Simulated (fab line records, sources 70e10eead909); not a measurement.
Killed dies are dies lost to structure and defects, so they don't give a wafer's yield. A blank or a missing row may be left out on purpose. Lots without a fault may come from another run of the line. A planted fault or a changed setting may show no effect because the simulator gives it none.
fab line records | flow nand_harc
record lots=11 wafers=33 last_day=31
route steps=1302 shown A_BLC@1131 A_M0@1150 END@1302
lots that met no fault: from a run of the same line without faults
start_h: hours from the record's first day to the start of the lot's first wafer shown | wait_h: hours since the lot's step before | " the same as in the row above | L1.1+2: a row that stands for several wafers | - no value, or no start given | * or withheld: withheld | < > ~ a bound
route shown NAME@n: a module of which the file shows steps, and the number in the route of the first | usual: mean/standard deviation of fault-free wafers | same: alike in all rows | chamber/n: place in a boat | sites: the reading at each site | _std_site: their standard deviation | _edge_site: outer sites' mean less inner sites' | radius_mm: how far each site lies from the wafer's centre | mask NAME#n: copy n | behind: the tool/chamber that last shaped the wafer | hold: why the lot was held/for how many hours/how that ended | device: the transistor (n, p or np) that didn't switch | end of line: the same wafers' tests at the end of the route | a step without rows: its recipe alone | killed: dies lost to structure and defects at the first sort, not the wafer's yield | map: a wafer's dies, x killed, . not, _ none there
set.NAME: the setting as run; set.NAME@STEP: as run at that earlier step | model.NAME: the simulator's own value behind a step, which no gauge read
steps of the route over a sample of lots; a table a step, a row a wafer
services: from which hour (start_h, from the record's first day; less than 0 if before it) a tool's chamber was out of use, for how many hours, and why
## steps
# step NHARC_A_BLC_ALD_23
# recipe target_thk_a=30 pulse_time_s=1 ald_cycles=150 temp_c=450 material=TiN
# usual heater_power_outer_w=746/110 heater_power_w=1163/150 precursor_pulse_height_rel=1.002/0.021
# columns lot.wafer tool chamber start_h wait_h heater_power_outer_w heater_power_w precursor_pulse_height_rel since_wet_clean_h
L513.1 ald_metal-01 2 515.60 - 669 1060 1.009 158
L513.5 " 2 " " 657 1094 1.018 -
L513.6 " 3 " " 855 1279 0.989 -
L515.3 ald_metal-01 3 522.75 - 841 1281 0.993 165
L515.1 " 0 " " 669 989 1.011 165
L515.6 " 0 " " 662 987 1.017 -
L516.3 ald_metal-01 2 545.61 - 641 1051 0.982 10
L516.4 " 0 " " 674 943 1.027 10
L516.6 " 2 " " 650 1043 0.990 -
L517.1 ald_metal-03 2 546.09 - 703 1142 0.991 146
L517.2 " 3 " " 660 1112 0.994 146
L517.6 " 3 " " 665 1121 0.992 -
L520.3 ald_metal-03 1 591.80 - 573 943 0.988 14
L520.6 " 1 " " 566 968 0.982 -
L520.5 " 2 " " 692 1094 1.003 -
L519.2 ald_metal-02 0 604.18 - 724 1233 1.033 162
L519.4 " 1 " " 776 1232 0.999 162
L519.1 " 2 " " 804 1249 0.984 162
L522.4 ald_metal-01 1 610.75 - 888 1334 1.010 75
L522.2 " 2 " " 656 1056 0.991 75
L522.3 " 0 " " 673 972 1.022 75
L521.3 ald_metal-01 3 612.74 - 887 1266 0.989 77
L521.6 " 1 " " 896 1312 0.981 -
L521.5 " 2 " " 648 1060 1.010 -
L526.4 ald_metal-01 3 645.07 - 865 1251 0.980 109
L526.1 " 2 " " 632 1051 0.997 109
L526.6 " 3 " " 867 1275 1.016 -
L529.4 ald_metal-01 1 686.18 - 865 1292 0.967 150
L529.3 " 0 " " 664 969 1.002 150
L529.6 " 1 " " 867 1295 1.040 -
L531.3 ald_metal-03 0 697.87 - 711 1120 0.978 120
L531.4 " 2 " " 694 1104 0.978 120
L531.6 " 0 " " 736 1143 0.994 -
# step NHARC_A_M0_DESCUM_14
# recipe time_s=3 o2_flow_sccm=200 ar_flow_sccm=0 bias_power_w=0 chemistry=O2
# usual drypump_motor_current_A=5.7/0.31 oes_product_au=1.000/0.0082 rf_vpp_V=57.6/0.83 showerhead_plenum_p_Torr=1.86/0.055 throttle_valve_pct=11.311/0.0085
# columns lot.wafer tool chamber start_h wait_h drypump_motor_current_A oes_product_au rf_hours_counter_h rf_vpp_V showerhead_plenum_p_Torr throttle_valve_pct
L513.1 rie_diel-01 0 517.84 0.1 6.0 1.001 6.5 58.3 1.91 11.315
L513.5 " 2 " " 5.2 0.987 - 58.3 1.92 11.309
L513.6 " 3 " " 5.6 0.999 - 57.3 1.86 11.309
L515.3 rie_diel-01 3 524.97 0.1 5.7 1.003 6.7 58.7 1.86 11.301
L515.1 " 2 " " 5.3 0.992 6.1 58.0 1.91 11.315
L515.6 " 3 " " 5.7 0.997 - 56.7 1.86 11.313
L516.3 rie_diel-05 3 547.83 0.1 5.3 0.990 6.9 57.8 1.86 11.302
L516.6 " 0 " " 5.4 0.995 - 58.6 1.87 11.315
L516.4 " 2 " " 5.4 0.994 - 57.9 1.98 11.305
L517.2 rie_diel-05 3 548.30 0.1 5.3 0.992 7.0 56.9 1.86 11.308
L517.1 " 0 " " 5.5 0.992 7.4 56.3 1.87 11.326
L517.6 " 0 " " 5.5 1.002 - 58.6 1.87 11.313
L520.3 rie_diel-05 0 593.90 0.1 5.4 0.994 0.1 58.5 1.87 11.297
L520.6 " 0 " " 5.4 0.996 - 56.3 1.87 11.318
L520.5 " 1 " " 6.3 1.005 - 58.8 1.94 11.322
L519.4 rie_diel-02 1 606.38 0.1 6.0 1.015 0.9 57.6 1.80 11.306
L519.2 " 2 " " 6.0 1.008 0.7 57.5 1.80 11.318
L519.1 " 3 " " 6.0 1.003 0.9 57.1 1.83 11.312
L522.4 rie_diel-05 2 612.99 0.1 5.4 0.998 0.3 58.1 1.98 11.306
L522.2 " 3 " " 5.4 0.988 0.4 58.7 1.86 11.330
L522.3 " 0 " " 5.5 1.008 0.4 57.9 1.87 11.321
L521.3 rie_diel-02 0 614.93 0.1 5.6 1.007 1.3 58.3 1.84 11.317
L521.6 " 3 " " 5.9 1.000 - 58.0 1.83 11.311
L521.5 " 0 " " 5.7 1.009 - 58.1 1.84 11.321
L526.1 rie_diel-02 3 647.16 0.1 5.9 0.991 2.5 56.2 1.83 11.313
L526.4 " 2 " " 6.0 1.001 2.8 57.3 1.80 11.296
L526.6 " 0 " " 5.6 1.005 - 57.9 1.84 11.307
L529.3 rie_diel-02 0 688.48 0.1 5.6 1.004 5.2 57.5 1.84 11.318
L529.4 " 1 " " 6.0 1.002 5.4 57.2 1.80 11.292
L529.6 " 2 " " 6.0 1.014 - 56.8 1.80 11.334
L531.4 rie_diel-01 1 699.97 0.1 5.3 1.011 8.1 57.4 1.85 11.309
L531.3 " 3 " " 5.6 0.990 7.8 55.9 1.85 11.289
L531.6 " 2 " " 5.3 0.978 - 58.0 1.91 11.326
# step NHARC_A_M0_ECD_22
# recipe target_thk_a=4000 bath_temp_c=25 material=Cu
# columns lot.wafer tool chamber start_h wait_h
L513.1+6+5 ecd_cu-02 1,0,1 519.15 -
L515.1+3+6 ecd_cu-02 1,1,0 526.30 -
L516.3+4+6 ecd_cu-01 0,1,1 549.25 -
L517.2+1+6 ecd_cu-01 1,0,0 549.66 -
L520.3+5+6 ecd_cu-01 1,1,0 595.28 -
L519.2+1+4 ecd_cu-01 1,0,0 607.68 -
L522.2+4+3 ecd_cu-01 0,1,0 614.31 -
L521.3+6+5 ecd_cu-01 0,0,1 616.33 -
L526.1+4+6 ecd_cu-01 0,0,1 648.49 -
L529.4+3+6 ecd_cu-02 0,1,0 689.84 -
L531.3+4+6 ecd_cu-02 1,0,1 701.35 -
# step NHARC_A_M0_CMP_23
# recipe t_overpolish_s=20 target_thk_nm=113.75
# usual motor_current_A=11.9/0.72 time_to_endpoint_s=29.1/2.5
# same t_overpolish_s=20
# columns lot.wafer tool chamber start_h wait_h motor_current_A time_to_endpoint_s
L513.1 cmp-01 3 519.88 - 12.8 28.3
L513.6 " 1 " " 10.9 30.4
L513.5 " 2 " " 12.1 27.8
L515.3 cmp-04 0 527.00 - 11.5 30.9
L515.1 " 2 " " 12.0 27.4
L515.6 " 3 " " 12.5 32.0
L516.4 cmp-01 1 549.87 - 11.1 33.2
L516.3 " 2 " " 12.2 30.7
L516.6 " 2 " " 12.4 30.5
L517.2 cmp-04 1 550.39 - 12.7 27.4
L517.1 " 0 " " 11.1 30.3
L517.6 " 2 " " 11.5 24.7
L520.3 cmp-03 0 595.98 - 11.1 29.5
L520.5 " 1 " " 12.9 29.4
L520.6 " 2 " " 11.9 28.9
L519.4 cmp-03 2 608.43 - 12.5 28.8
L519.1 " 0 " " 11.2 29.5
L519.2 " 1 " " 11.9 30.2
L522.4 cmp-01 1 614.99 - 11.0 28.1
L522.3 " 3 " " 13.4 25.2
L522.2 " 0 " " 11.6 30.8
L521.3 cmp-03 0 616.98 - 10.8 29.4
L521.5 " 3 " " 12.3 31.5
L521.6 " 0 " " 10.7 27.7
L526.1 cmp-04 0 649.19 - 11.3 31.3
L526.4 " 1 " " 11.7 30.1
L526.6 " 0 " " 11.4 30.9
L529.3 cmp-01 0 690.47 - 11.2 33.3
L529.4 " 3 " " 13.6 14.6
L529.6 " 1 " " 10.9 16.4
L531.3 cmp-03 1 701.97 - 12.1 30.2
L531.4 " 0 " " 11.5 15.9
L531.6 " 1 " " 13.0 31.2
# step NHARC_A_M0_PRE_CLEAN_31
# recipe time_s=12 temp_c=370 rf_power_w=300 gas=NH3
# usual heater_power_outer_w=343/55 heater_power_w=598/71
# columns lot.wafer tool chamber start_h wait_h heater_power_outer_w heater_power_w since_wet_clean_h
L513.1 pecvd-04 2 520.36 0.1 309 511 57
L513.5 " 0 " " 335 552 -
L513.6 " 1 " " 347 644 -
L515.3 pecvd-03 1 527.54 0.1 236 489 140
L515.1 " 2 " " 397 640 140
L515.6 " 2 " " 402 635 -
L516.3 pecvd-04 2 550.41 0.1 328 553 87
L516.4 " 2 " " 322 553 -
L516.6 " 0 " " 293 527 -
L517.1 pecvd-03 2 550.93 0.1 352 562 164
L517.2 " 1 " " 259 539 164
L517.6 " 2 " " 365 597 -
L520.3 pecvd-03 0 596.46 0.1 292 529 28
L520.5 " 1 " " 229 512 -
L520.6 " 0 " " 278 531 -
L519.2 pecvd-04 0 608.99 0.1 379 623 146
L519.1 " 1 " " 385 676 146
L519.4 " 1 " " 381 672 -
L522.2 pecvd-04 1 615.53 0.1 381 655 153
L522.3 " 2 " " 346 586 153
L522.4 " 0 " " 379 617 -
L521.3 pecvd-02 2 617.66 0.2 337 586 15
L521.6 " 1 " " 393 645 -
L521.5 " 2 " " 352 582 -
L526.1 pecvd-04 0 649.71 0.1 346 598 6
L526.6 " 0 " " 348 581 -
L526.4 " 1 " " 366 642 -
L529.3 pecvd-04 1 691.03 0.1 377 648 47
L529.4 " 1 " " 367 650 -
L529.6 " 2 " " 294 508 -
L531.3 pecvd-02 2 702.54 0.1 342 594 100
L531.4 " 1 " " 365 610 -
L531.6 " 2 " " 344 588 -
# step NHARC_END_SORT_01
# recipe temp_c=25
# usual defect_limited_yield=91.6/2.5 killed_at_array=52/18 killed_at_other=1.2/1.5 killed_at_periphery=4/3.2 killed_dies=57/17 killed_open=3.1/1.9 killed_short=2.5/1.7 sort_bin_2_pct=3.0/1.1 sort_bin_3_pct=0.6/0.36 sort_bin_4_pct=4.9/1.5 sort_n_pass=620/17 sort_rim_yield_pct=91/3.8 sort_yield_pct=91.6/2.5
# same gross_dies=677 sort_bin_5_pct[%]=0 sort_bin_6_pct[%]=0 sort_bin_7_pct[%]=0 sort_bin_8_pct[%]=0 sort_rim_n_gross=106.00
# columns lot.wafer tool chamber start_h wait_h defect_limited_yield[%] killed_at_array killed_at_other killed_at_periphery killed_dies killed_open killed_short sort_bin_2_pct[%] sort_bin_3_pct[%] sort_bin_4_pct[%] sort_n_pass sort_rim_yield_pct[%] sort_yield_pct[%]
L526.1 prober-01 0 685.50 2.5 93.8 29 0 13 42 2 3 1.6 0.1 4.4 635 95 93.8
L526.4 prober-01 0 687.92 3.4 95.1 19 0 14 33 4 3 1.6 0 3.2 644 97 95.1
L526.6 prober-01 0 689.52 4.0 94.5 21 1 15 37 2 2 2.5 0.1 2.8 640 97 94.5
L529.4 prober-02 0 729.49 3.4 91.4 51 5 2 58 3 0 2.4 0.4 5.8 619 89 91.4
L531.3 prober-01 0 740.80 3.1 88.8 70 2 4 76 7 3 2.8 1.0 7.4 601 81 88.8
L531.4 prober-01 0 741.59 3.4 87.7 79 4 0 83 0 3 4.6 0.6 7.1 594 93 87.7
L531.6 prober-01 0 743.18 4.0 92.0 50 3 1 54 2 0 2.8 0.7 4.4 623 91 92.0
# killed by level:class
L526.1 A_CHANNEL_HOLE_D1:chamber_film_flake=14 P_GATE:chamber_film_flake=6 A_SLIT:chamber_film_flake=5 P_M0:chamber_film_flake=2 P_BONDPAD:chamber_film_flake=2 A_DECK1_JOINT:chamber_film_flake=2 A_WL_FILL:chamber_film_flake=2 A_CONTACT:chamber_film_flake=2
L526.4 P_GATE:chamber_film_flake=7 A_CHANNEL_HOLE_D1:chamber_film_flake=5 P_M0:chamber_film_flake=3 A_CHANNEL_FILL_D1:chamber_film_flake=3 A_SLIT:chamber_film_flake=3 P_STI:geometric_particle:open=1 A_ONON_D1:geometric_particle:short=1 A_ONON_D1:geometric_particle:open=1
L526.6 A_CHANNEL_HOLE_D1:chamber_film_flake=7 P_BONDPAD:chamber_film_flake=5 P_M0:chamber_film_flake=4 P_STI:chamber_film_flake=3 A_WL_FILL:chamber_film_flake=3 A_CONTACT:chamber_film_flake=3 A_SLIT:chamber_film_flake=2 A_CHANNEL_FILL_D1:chamber_film_flake=2
L529.4 A_SLIT:chamber_film_flake=29 A_CHANNEL_HOLE_D1:chamber_film_flake=13 THIN_TSV:chamber_film_flake=5 A_CONTACT:chamber_film_flake=4 A_STAIRCASE:chamber_film_flake=3 P_M2:geometric_particle:open=1 A_DECK1_JOINT:geometric_particle:open=1 A_CHANNEL_FILL_D2:geometric_particle:open=1
L531.3 A_CHANNEL_HOLE_D2:chamber_film_flake=24 A_CHANNEL_HOLE_D1:chamber_film_flake=20 A_SLIT:chamber_film_flake=9 A_CONTACT:chamber_film_flake=5 A_ONON_D1:geometric_particle:short=2 A_CHANNEL_FILL_D2:chamber_film_flake=2 A_WL_FILL:chamber_film_flake=2 THIN_TSV:chamber_film_flake=2
L531.4 A_CHANNEL_HOLE_D1:chamber_film_flake=30 A_CHANNEL_HOLE_D2:chamber_film_flake=27 A_CONTACT:chamber_film_flake=6 A_SLIT:chamber_film_flake=5 THIN_TSV:chamber_film_flake=4 A_CHANNEL_FILL_D2:chamber_film_flake=3 A_STAIRCASE:chamber_film_flake=3 A_CHANNEL_HOLE_D1:geometric_particle:short=1
L531.6 A_CHANNEL_HOLE_D2:chamber_film_flake=18 A_CHANNEL_HOLE_D1:chamber_film_flake=17 A_SLIT:chamber_film_flake=3 THIN_TSV:chamber_film_flake=3 A_WL_FILL:chamber_film_flake=3 A_CONTACT:chamber_film_flake=3 A_ZERO_WELL:chamber_film_flake=2 A_STAIRCASE:chamber_film_flake=2
## services
# columns tool chamber start_h hours kind
cmp-01 - 498.05 0.9 repair
pecvd-04 1 506.90 3.7 repair
ecd_cu-01 - 512.52 8.0 pm
rie_diel-02 - 517.84 0.4 repair
cmp-03 - 522.90 6.1 repair
ald_metal-01 - 526.00 10.0 pm
cmp-03 - 529.57 0.8 repair
rie_diel-05 1 545.71 4.2 repair
cmp-01 - 550.88 32.5 repair
rie_diel-05 1 552.08 10.0 repair
cmp-03 - 554.12 4.0 pm
ecd_cu-01 - 569.91 0.2 repair
rie_diel-02 - 570.70 9.0 pm
rie_diel-05 0 572.87 14.0 repair
cmp-01 - 583.38 4.0 pm
rie_diel-05 - 583.60 9.0 pm
ecd_cu-01 - 587.81 2.6 repair
ecd_cu-02 - 589.99 0.7 repair
ecd_cu-02 - 596.00 8.0 pm
cmp-01 - 597.54 1.1 repair
pecvd-04 - 631.00 13.0 pm
ecd_cu-01 - 676.43 1.3 repair
ecd_cu-01 - 688.52 8.0 pm
ald_metal-01 - 692.74 0.7 repair
## key
first_sign step=NHARC_A_M0_CMP_23 reading=time_to_endpoint_s direction=down sigmas=5.5 usual=* struck=*
effect none on later readings
met_at NHARC_A_M0_ECD_22
struck_lots L529,L531
struck_wafers L529.4,L529.6,L531.4
not_acting_at NHARC_A_BLC_ALD_23,NHARC_A_M0_DESCUM_14,NHARC_A_M0_PRE_CLEAN_31
onset_between 526.30 689.84
fault kind=process_parameter_drift tool=ecd_cu-02 chamber=0 onset_h=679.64 steps=NHARC_A_M0_ECD_22 channel=target_thk_a offset=* shape=step end_h=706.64 acts_in=* stated=*
